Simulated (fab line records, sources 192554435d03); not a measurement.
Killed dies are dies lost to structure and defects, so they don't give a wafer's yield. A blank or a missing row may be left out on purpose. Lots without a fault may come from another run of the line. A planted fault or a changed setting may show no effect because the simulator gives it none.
fab line records | flow n5_finfet
record lots=7 wafers=21
route steps=1938 shown BEOL_M8@1362 BEOL_M9@1405 BEOL_M11@1539 BEOL_M13@1661
start_h: hours from the record's first day to the start of the lot's first wafer shown | wait_h: hours since the lot's step before | " the same as in the row above | L1.1+2: a row that stands for several wafers | - no value, or no start given | * or withheld: withheld | < > ~ a bound
route shown NAME@n: a module of which the file shows steps, and the number in the route of the first | usual: mean/standard deviation of fault-free wafers | same: alike in all rows | chamber/n: place in a boat | sites: the reading at each site | _std_site: their standard deviation | _edge_site: outer sites' mean less inner sites' | radius_mm: how far each site lies from the wafer's centre | mask NAME#n: copy n | behind: the tool/chamber that last shaped the wafer | hold: why the lot was held/for how many hours/how that ended | device: the transistor (n, p or np) that didn't switch | end of line: the same wafers' tests at the end of the route | a step without rows: its recipe alone | killed: dies lost to structure and defects at the first sort, not the wafer's yield | map: a wafer's dies, x killed, . not, _ none there
set.NAME: the setting as run; set.NAME@STEP: as run at that earlier step | model.NAME: the simulator's own value behind a step, which no gauge read
lots whose settings were changed on purpose; a table a step, a row a wafer
## steps
# step N5_BEOL_M8_EXPOSE_25
# recipe mask_id=V7 na=0.33 source_shape=annular sigma_inner=0.4 sigma_outer=0.8 polarization=unpolarized target_cd_nm=40 dose_mj=42.5
# columns lot.wafer tool chamber start_h wait_h mask set.dose_mj
L077.2+5 euv_scanner-01 0 231.23 - V7#0 44.93
L077.4 " 0 " " V7#0 42.5
L079.1+5 euv_scanner-02 0 251.33 - V7#0 42.5
L079.6 " 0 " " V7#0 44.26
L082.1+2+5 euv_scanner-02 0 259.32 - V7#0 42.5
L085.1+5 euv_scanner-01 0 263.35 - V7#0 44.32
L085.6 " 0 " " V7#0 42.5
L089.1+6 euv_scanner-02 0 299.14 - V7#0 42.5
L089.2 " 0 " " V7#0 40.42
L093.4+5+6 euv_scanner-02 0 318.46 - V7#0 44.3
L095.1+2 euv_scanner-01 0 358.71 - V7#0 42.5
L095.4 " 0 " " V7#0 43.49
# step N5_BEOL_M8_PEB_26
# recipe peb_temp_c=100 peb_time_s=60 resist=CAR-EUV
# step N5_BEOL_M8_DEVELOP_27
# recipe develop_time_s=30 developer=TMAH resist=CAR-EUV rinse_liquid=surfactant_rinse dry=air_spin dev_temp_c=23
# step N5_BEOL_M8_DESCUM_33
# recipe chemistry=O2 time_s=7 source_power_w=50 bias_power_w=20 pressure_mtorr=20 rf_frequency_hz=2.712e+07 temp_c=40 resist=CAR-EUV o2_flow_sccm=225
# columns lot.wafer tool chamber start_h wait_h set.dose_mj@BEOL_M8_EXPOSE_25 model.BEOL_M8.cd_nm
L077.2 rie_diel-05 0 231.80 0.4 44.93 41
L077.4 " 3 " " 42.5 40
L077.5 " 0 " " 44.93 41.2
L079.1+5 rie_diel-01 2,1 251.60 0.0 42.5 40
L079.6 " 2 " " 44.26 40.8
L082.1 rie_diel-05 3 259.57 0.0 42.5 39.6
L082.2 " 1 " " 42.5 40
L082.5 " 3 " " 42.5 39.8
L085.1+5 rie_diel-06 2 264.05 0.5 44.32 41
L085.6 " 0 " " 42.5 40
L089.1 rie_diel-01 3 299.40 0.0 42.5 39.8
L089.2 " 0 " " 40.42 38.6
L089.6 " 0 " " 42.5 40
L093.4+5 rie_diel-01 2 318.69 0.0 44.3 40.8
L093.6 " 3 " " 44.3 40.4
L095.1 rie_diel-06 1 359.07 0.1 42.5 40.2
L095.2 " 0 " " 42.5 40
L095.4 " 3 " " 43.49 40.4
# step N5_BEOL_M8_ETCH_72
# recipe chemistry=N2/H2 target=underlayer target_depth_a=65 mask_material=CAR-EUV time_s=5.2 ion_energy_ev=200 pressure_mtorr=30 source_w=840 bias_w=150 n2_flow_sccm=200 h2_flow_sccm=200 ends=cleared
# columns lot.wafer tool chamber start_h wait_h set.spin_rpm@BEOL_M8_COAT_71 set.dose_mj@BEOL_M8_EXPOSE_25 model.BEOL_M8.cd_nm model.etch.depth_nm
L077.2 rie_diel-05 0 231.83 0.0 1500 44.93 41 5.011
L077.4 " 3 " " 1389 42.5 40 5.204
L077.5 " 0 " " 1500 44.93 41 4.997
L079.1 rie_diel-01 2 251.63 0.0 1596 42.5 40 4.85
L079.5 " 1 " " 1596 42.5 40 4.844
L079.6 " 2 " " 1500 44.26 40.8 4.988
L082.1 rie_diel-05 3 259.61 0.0 1500 42.5 39.6 5.003
L082.2 " 1 " " 1500 42.5 40 5.008
L082.5 " 3 " " 1500 42.5 39.6 5.004
L085.1 rie_diel-06 2 264.08 0.0 1383 44.32 40.8 5.221
L085.5 " 2 " " 1500 44.32 40.8 5.007
L085.6 " 0 " " 1500 42.5 40 5.003
L089.1 rie_diel-01 3 299.43 0.0 1500 42.5 39.8 4.996
L089.2 " 0 " " 1500 40.42 38.4 5.009
L089.6 " 0 " " 1500 42.5 39.8 5.009
L093.4 rie_diel-01 2 318.73 0.0 1500 44.3 40.8 5.008
L093.5 " 2 " " 1500 44.3 40.8 4.993
L093.6 " 3 " " 1500 44.3 40.6 5.014
L095.1 rie_diel-06 1 359.10 0.0 1500 42.5 40.2 5.022
L095.2 " 0 " " 1500 42.5 40.2 4.993
L095.4 " 3 " " 1500 43.49 40.4 5.004
# step N5_BEOL_M9_HM_DEP_02
# recipe material=TiN target_thk_a=200 temp_c=25 chamber_pressure_pa=0.49996
# columns lot.wafer tool chamber start_h wait_h set.target_thk_a model.TiN_of_BEOL_M9_HM_DEP_02.thk_nm
L077.2 pvd_sputter-02 - 238.43 2.7 200 19.8
L077.4+5 " - " " 225.2 22.2
L079.1 pvd_sputter-03 - 260.49 4.3 218 22
L079.5 " - " " 200 20.2
L079.6 " - " " 218 22.2
L082.1+2 pvd_sputter-03 - 264.08 0.8 200 19.8
L082.5 " - " " 200 20
L085.1 pvd_sputter-03 - 268.63 0.1 200 20
L085.5+6 " - " " 200 19.8
L089.1 pvd_sputter-03 - 304.14 0.7 200 20.4
L089.2 " - " " 200 20.8
L089.6 " - " " 200 20.6
L093.4 pvd_sputter-03 - 323.54 1.2 200 20
L093.5 " - " " 214.8 21.6
L093.6 " - " " 200 19.8
L095.1 pvd_sputter-02 - 364.34 0.8 200 20
L095.2+4 " - " " 200 20.2
# step N5_BEOL_M9_COAT_05
# recipe resist=CAR-ArF spin_rpm=1500 resist_thk_nm=90
# columns lot.wafer tool chamber start_h wait_h set.spin_rpm model.CAR-ArF_of_BEOL_M9_COAT_05.thk_nm
L077.2 litho_track-03 0 - - 1542 88.2
L077.4 " 0 " " 1542 88.4
L077.5 " 0 " " 1500 89.8
L079.1 litho_track-05 0 - - 1597 87
L079.5 " 0 " " 1500 90.2
L079.6 " 0 " " 1500 90
L082.1+5 litho_track-05 0 - - 1500 90.2
L082.2 " 0 " " 1500 90
L085.1 litho_track-03 0 - - 1356 94.8
L085.5 " 0 " " 1500 90
L085.6 " 0 " " 1356 94.6
L089.1 litho_track-02 0 - - 1500 90.4
L089.2 " 0 " " 1500 90.2
L089.6 " 0 " " 1500 90
L093.4 litho_track-05 0 - - 1500 90.4
L093.5 " 0 " " 1654 86.2
L093.6 " 0 " " 1654 86
L095.1+4 litho_track-05 0 - - 1667 84.8
L095.2 " 0 " " 1500 89.4
# step N5_BEOL_M9_EBR_07
# recipe solvent=PGMEA ebr_width_mm=1.5
# step N5_BEOL_M9_SOFTBAKE_06
# recipe temp_c=110 time_s=60 resist=CAR-ArF
# step N5_BEOL_M9_DESCUM_16
# recipe chemistry=O2 time_s=7.9 source_power_w=50 bias_power_w=20 pressure_mtorr=20 rf_frequency_hz=2.712e+07 temp_c=40 resist=CAR-ArF o2_flow_sccm=225
# step N5_BEOL_M9_ETCH_61
# recipe chemistry=CF4 target=SiARC target_depth_a=390 mask_material=CAR-ArF time_s=65 ion_energy_ev=80 pressure_mtorr=40 source_w=545 bias_w=36 Ar_flow_sccm=100 cf4_flow_sccm=100 ends=cleared
# columns lot.wafer tool chamber start_h wait_h set.spin_rpm@BEOL_M9_COAT_05 model.CAR-ArF_of_BEOL_M9_COAT_05.thk_nm
L077.2 rie_diel-04 0 238.98 0.0 1542 53.8
L077.4 " 3 " " 1542 54.2
L077.5 " 2 " " 1500 55.4
L079.1 rie_diel-03 3 261.01 0.0 1597 52.6
L079.5 " 2 " " 1500 55.8
L079.6 " 3 " " 1500 55.6
L082.1+2+5 rie_diel-03 3,0,0 264.57 0.0 1500 55.8
L085.1 rie_diel-03 2 269.61 0.0 1356 60.4
L085.5 " 1 " " 1500 55.4
L085.6 " 2 " " 1356 60.2
L089.1+2 rie_diel-02 3,2 304.76 0.0 1500 55.8
L089.6 " 2 " " 1500 55.6
L093.4 rie_diel-03 0 324.41 0.0 1500 56
L093.5 " 0 " " 1654 52
L093.6 " 1 " " 1654 51.8
L095.1+4 rie_diel-04 2,0 364.84 0.0 1667 50.4
L095.2 " 1 " " 1500 55.2
# step N5_BEOL_M9_ETCH_62
# recipe chemistry=N2/H2 target=SOC target_depth_a=1100 overetch_a=220 mask_material=SiARC temp_c=40 time_s=165 ion_energy_ev=200 pressure_mtorr=30 source_w=840 bias_w=150 n2_flow_sccm=200 h2_flow_sccm=200
# step N5_BEOL_M9_STRIP_68
# recipe chemistry=N2/H2 temp_c=40 n2_flow_sccm=200 h2_flow_sccm=200 rf_frequency_hz=6e+07
# step N5_BEOL_M9_STRIP_67
# recipe chemistry=CF4 resist=SiARC power_w=300 bias_power_w=75 pressure_mtorr=50 cf4_flow_sccm=150 rf_frequency_hz=6e+07
# step N5_BEOL_M9_HM_OPEN_17
# recipe chemistry=Cl2/BCl3 target_depth_a=200 overetch_a=60 target=TiN mask_material=SOC ion_energy_ev=150 pressure_mtorr=10 icp_w=1000 bias_w=126 Cl2_flow_sccm=53.25 bcl3_flow_sccm=21.75 Ar_flow_sccm=25
# columns lot.wafer tool chamber start_h wait_h set.target_thk_a@BEOL_M9_HM_DEP_02 model.etch.depth_nm
L077.2 rie_metal-03 0 239.21 0.0 200 19.73
L077.4 " 0 " " 225.2 22.22
L077.5 " 1 " " 225.2 22.16
L079.1 rie_metal-03 0 261.25 0.0 218 22.01
L079.5 " 0 " " 200 20.17
L079.6 " 0 " " 218 22.27
L082.1 rie_metal-02 0 264.81 0.0 200 19.87
L082.2 " 1 " " 200 19.77
L082.5 " 0 " " 200 20.05
L085.1 rie_metal-03 0 269.85 0.0 200 20.02
L085.5 " 0 " " 200 19.86
L085.6 " 0 " " 200 19.89
L089.1 rie_metal-01 0 305.00 0.0 200 20.33
L089.2 " 1 " " 200 20.75
L089.6 " 1 " " 200 20.61
L093.4 rie_metal-02 1 324.68 0.1 200 19.98
L093.5 " 1 " " 214.8 21.57
L093.6 " 0 " " 200 19.88
L095.1 rie_metal-01 0 365.08 0.0 200 20.03
L095.2 " 1 " " 200 20.16
L095.4 " 1 " " 200 20.2
# step N5_BEOL_M9_STRIP_19
# recipe chemistry=O2 power_w=400 temp_c=40 pressure_mtorr=30 rf_frequency_hz=6e+07 bias_power_w=0 overash_fraction=0.2 o2_flow_sccm=225
# step N5_BEOL_M9_STRIP_73
# recipe chemistry=C4F6/O2 resist=SiARC rf_frequency_hz=6e+07
# step N5_BEOL_M9_STRIP_36
# recipe chemistry=N2/H2 power_w=450 temp_c=40 pressure_mtorr=20 rf_frequency_hz=6e+07 overash_fraction=0.3 bias_power_w=7 h2_frac=0.5 n2_flow_sccm=200 h2_flow_sccm=200
# step N5_BEOL_M9_TRENCH_ETCH_37
# recipe chemistry=C4F6/O2 target_depth_a=1514.3 target=SiCOH_lowk time_s=49 ion_energy_ev=250 pressure_mtorr=30 source_w=345 bias_w=185 Ar_flow_sccm=300 C4F6_flow_sccm=10 O2_flow_sccm=10
# columns lot.wafer tool chamber start_h wait_h set.target_thk_a@BEOL_M9_HM_DEP_02 model.TiN_of_BEOL_M9_HM_DEP_02.thk_nm
L077.2 rie_diel-02 0 - - 200 15.6
L077.4+5 " 3 " " 225.2 17.8
L079.1 rie_diel-03 0 - - 218 17.8
L079.5 " 1 " " 200 15.8
L079.6 " 2 " " 218 18.2
L082.1+5 rie_diel-04 2,1 - - 200 15.8
L082.2 " 1 " " 200 15.6
L085.1+6 rie_diel-02 3,0 - - 200 15.8
L085.5 " 3 " " 200 15.6
L089.1 rie_diel-02 1 - - 200 16
L089.2 " 2 " " 200 16.6
L089.6 " 2 " " 200 16.4
L093.4+6 rie_diel-04 0,2 - - 200 15.8
L093.5 " 3 " " 214.8 17.6
L095.1+2+4 rie_diel-04 3,1,0 - - 200 16
# step N5_BEOL_M11_PECVD_70
# recipe material=SiO2 target_thk_a=200 temp_c=400 precursor=TEOS/O2 pressure_torr=5.5 rf_w=450 teos_flow_sccm=53.8 gas=O2 flow_sccm=3000 time_s=22.7
# columns lot.wafer tool chamber start_h wait_h set.time_s model.SiO2_of_BEOL_M11_PECVD_70.thk_nm
L077.2 pecvd-03 0 253.37 0.0 25 21.6
L077.4 " 0 " " 22.7 20.2
L077.5 " 2 " " 25 21.8
L082.1 pecvd-03 0 278.00 0.0 22.7 19.4
L082.2 " 2 " " 22.7 19.6
L082.5 " 2 " " 22.7 19.8
L079.1 pecvd-04 0 279.34 0.0 24.45 21.2
L079.5+6 " 1,0 " " 22.7 20.4
L085.1 pecvd-04 0 284.69 0.0 21.54 19
L085.5 " 0 " " 22.7 20
L085.6 " 2 " " 21.54 18.6
L089.1 pecvd-04 0 320.48 0.0 24.88 21.4
L089.2 " 2 " " 24.88 21.2
L089.6 " 2 " " 22.7 19.6
L093.4 pecvd-03 0 345.50 0.1 22.7 19.8
L093.5 " 1 " " 24.32 21.8
L093.6 " 2 " " 22.7 20
L095.1 pecvd-03 1 376.81 0.0 25.78 22.4
L095.2 " 0 " " 22.7 19.6
L095.4 " 1 " " 22.7 20
# step N5_BEOL_M11_COAT_59
# recipe resist=SOC temp_c=250 time_s=60 spin_rpm=1500 resist_thk_nm=100
# columns lot.wafer tool chamber start_h wait_h set.spin_rpm model.SOC_of_BEOL_M11_COAT_59.thk_nm
L077.2 litho_track-03 0 254.91 0.1 1372 104.6
L077.4 " 0 " " 1372 104.2
L077.5 " 0 " " 1500 99.8
L082.1 litho_track-02 0 279.44 0.1 1500 100.4
L082.2 " 0 " " 1500 101
L082.5 " 0 " " 1500 100.6
L079.1 litho_track-02 0 280.38 0.1 1500 100.2
L079.5 " 0 " " 1667 94.8
L079.6 " 0 " " 1500 100.4
L085.1+5+6 litho_track-04 0 286.18 0.1 1500 100.2
L089.1+6 litho_track-02 0 320.91 0.1 1500 100.4
L089.2 " 0 " " 1385 104.6
L093.4 litho_track-04 0 347.96 0.1 1651 95.2
L093.5 " 0 " " 1500 100
L093.6 " 0 " " 1500 100.4
L095.1+4 litho_track-03 0 377.01 0.1 1336 106
L095.2 " 0 " " 1500 100
# step N5_BEOL_M11_COAT_60
# recipe resist=SiARC temp_c=220 time_s=60 spin_rpm=1500 resist_thk_nm=30
# step N5_BEOL_M11_COAT_05
# recipe resist=CAR-ArF spin_rpm=1500 resist_thk_nm=90
# step N5_BEOL_M11_DESCUM_16
# recipe chemistry=O2 time_s=7.9 source_power_w=50 bias_power_w=20 pressure_mtorr=20 rf_frequency_hz=2.712e+07 temp_c=40 resist=CAR-ArF o2_flow_sccm=225
# step N5_BEOL_M11_ETCH_61
# recipe chemistry=CF4 target=SiARC target_depth_a=390 mask_material=CAR-ArF time_s=65 ion_energy_ev=80 pressure_mtorr=40 source_w=545 bias_w=36 Ar_flow_sccm=100 cf4_flow_sccm=100 ends=cleared
# step N5_BEOL_M11_ETCH_62
# recipe chemistry=N2/H2 target=SOC target_depth_a=1100 overetch_a=220 mask_material=SiARC temp_c=40 time_s=165 ion_energy_ev=200 pressure_mtorr=30 source_w=840 bias_w=150 n2_flow_sccm=200 h2_flow_sccm=200
# columns lot.wafer tool chamber start_h wait_h set.spin_rpm@BEOL_M11_COAT_59 model.etch.depth_nm
L077.2 rie_diel-02 0 255.33 0.0 1372 104.7
L077.4 " 3 " " 1372 104.3
L077.5 " 1 " " 1500 99.71
L082.1 rie_diel-02 0 280.09 0.0 1500 100.4
L082.2 " 1 " " 1500 101
L082.5 " 3 " " 1500 100.6
L079.1 rie_diel-03 3 280.92 0.0 1500 100.3
L079.5 " 0 " " 1667 94.77
L079.6 " 3 " " 1500 100.4
L085.1 rie_diel-03 3 287.00 0.0 1500 100.2
L085.5 " 1 " " 1500 100.3
L085.6 " 0 " " 1500 100.1
L089.1+6 rie_diel-03 3,2 321.46 0.0 1500 100.4
L089.2 " 1 " " 1385 104.5
L093.4 rie_diel-04 1 348.50 0.0 1651 95.28
L093.5 " 0 " " 1500 99.95
L093.6 " 3 " " 1500 100.3
L095.1 rie_diel-03 3 377.59 0.0 1336 106.1
L095.2 " 0 " " 1500 99.96
L095.4 " 2 " " 1336 106
# step N5_BEOL_M11_STRIP_68
# recipe chemistry=N2/H2 temp_c=40 n2_flow_sccm=200 h2_flow_sccm=200 rf_frequency_hz=6e+07
# step N5_BEOL_M11_STRIP_67
# recipe chemistry=CF4 resist=SiARC power_w=300 bias_power_w=75 pressure_mtorr=50 cf4_flow_sccm=150 rf_frequency_hz=6e+07
# step N5_BEOL_M11_STRIP_77
# recipe chemistry=N2/H2 time_s=10 power_w=450 temp_c=40 pressure_mtorr=20 rf_frequency_hz=6e+07 bias_power_w=7 n2_flow_sccm=200 h2_flow_sccm=200
# step N5_BEOL_M11_HM_STRIP_39
# recipe chemistry=peroxide_tin_strip material=TiN target_depth_a=250 temp_c=50 time_s=158
# columns lot.wafer tool chamber start_h wait_h set.time_s@BEOL_M11_PECVD_70 model.SiO2_of_BEOL_M11_PECVD_70.thk_nm
L077.2+5 wet_bench-01 5,6 260.56 0.0 25 21.6
L077.4 " 3 " " 22.7 20
L082.1+2 wet_bench-05 3,5 282.68 0.0 22.7 19.4
L082.5 " 7 " " 22.7 19.6
L079.1 wet_bench-06 1 283.28 0.0 24.45 21
L079.5+6 " 0,2 " " 22.7 20.2
L085.1 wet_bench-05 1 292.98 0.0 21.54 18.8
L085.5 " 4 " " 22.7 19.8
L085.6 " 6 " " 21.54 18.6
L089.1 wet_bench-05 2 323.51 0.0 24.88 21.4
L089.2 " 4 " " 24.88 21
L089.6 " 5 " " 22.7 19.4
L093.4 wet_bench-06 7 350.84 0.0 22.7 19.6
L093.5 " 6 " " 24.32 21.6
L093.6 " 4 " " 22.7 19.8
L095.1 wet_bench-06 1 379.39 0.0 25.78 22.4
L095.2 " 4 " " 22.7 19.4
L095.4 " 3 " " 22.7 19.8
# step N5_BEOL_M13_COAT_58
# recipe resist=BARC temp_c=205 time_s=60 spin_rpm=1500 resist_thk_nm=89
# columns lot.wafer tool chamber start_h wait_h set.spin_rpm model.BARC_of_BEOL_M13_COAT_58.thk_nm
L077.2 litho_track-01 0 269.99 0.0 1500 89.4
L077.4 " 0 " " 1554 87.6
L077.5 " 0 " " 1554 87.8
L082.1 litho_track-03 0 294.69 0.0 1500 88.8
L082.2 " 0 " " 1500 89
L082.5 " 0 " " 1500 88.6
L079.1 litho_track-01 0 295.06 0.0 1500 88.8
L079.5 " 0 " " 1500 89
L079.6 " 0 " " 1500 88.6
L085.1+5 litho_track-03 0 301.70 0.0 1597 86.2
L085.6 " 0 " " 1500 89
L089.1 litho_track-01 0 342.47 0.0 1500 89.2
L089.2+6 " 0 " " 1500 89.4
L093.4 litho_track-04 0 359.11 0.0 1500 89
L093.5 " 0 " " 1500 89.2
L093.6 " 0 " " 1336 94.2
L095.1 litho_track-01 0 388.82 0.0 1629 85.4
L095.2 " 0 " " 1629 85
L095.4 " 0 " " 1500 88.8
## key
split step=N5_BEOL_M8_EXPOSE_25 setting=dose_mj stated=42.5 by=wafer
response step=N5_BEOL_M8_DESCUM_33 reading=model.BEOL_M8.cd_nm change=+0.215 per=1% r=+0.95
response step=N5_BEOL_M8_ETCH_72 reading=model.BEOL_M8.cd_nm change=+0.203 per=1% r=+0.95
split step=N5_BEOL_M9_HM_DEP_02 setting=target_thk_a stated=200 by=wafer
response step=N5_BEOL_M9_HM_DEP_02 reading=model.TiN_of_BEOL_M9_HM_DEP_02.thk_nm change=+0.203 per=1% r=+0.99
response step=N5_BEOL_M9_HM_OPEN_17 reading=model.etch.depth_nm change=+0.207 per=1% r=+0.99
response step=N5_BEOL_M9_TRENCH_ETCH_37 reading=model.TiN_of_BEOL_M9_HM_DEP_02.thk_nm change=+0.207 per=1% r=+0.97
split step=N5_BEOL_M9_COAT_05 setting=spin_rpm stated=1500 by=wafer
response step=N5_BEOL_M9_COAT_05 reading=model.CAR-ArF_of_BEOL_M9_COAT_05.thk_nm change=-0.444 per=1% r=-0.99
response step=N5_BEOL_M9_ETCH_61 reading=model.CAR-ArF_of_BEOL_M9_COAT_05.thk_nm change=-0.449 per=1% r=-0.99
split step=N5_BEOL_M11_PECVD_70 setting=time_s stated=22.7 by=wafer
response step=N5_BEOL_M11_PECVD_70 reading=model.SiO2_of_BEOL_M11_PECVD_70.thk_nm change=+0.18 per=1% r=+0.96
response step=N5_BEOL_M11_HM_STRIP_39 reading=model.SiO2_of_BEOL_M11_PECVD_70.thk_nm change=+0.188 per=1% r=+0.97
split step=N5_BEOL_M11_COAT_59 setting=spin_rpm stated=1500 by=wafer
response step=N5_BEOL_M11_COAT_59 reading=model.SOC_of_BEOL_M11_COAT_59.thk_nm change=-0.522 per=1% r=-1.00
response step=N5_BEOL_M11_ETCH_62 reading=model.etch.depth_nm change=-0.524 per=1% r=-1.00
split step=N5_BEOL_M13_COAT_58 setting=spin_rpm stated=1500 by=wafer
response step=N5_BEOL_M13_COAT_58 reading=model.BARC_of_BEOL_M13_COAT_58.thk_nm change=-0.447 per=1% r=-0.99
split outside_this_file step=N5_BEOL_M8_COAT_71 setting=spin_rpm
# split outside_this_file: this setting was split too, and the file shows its column; the key of that split is in another file
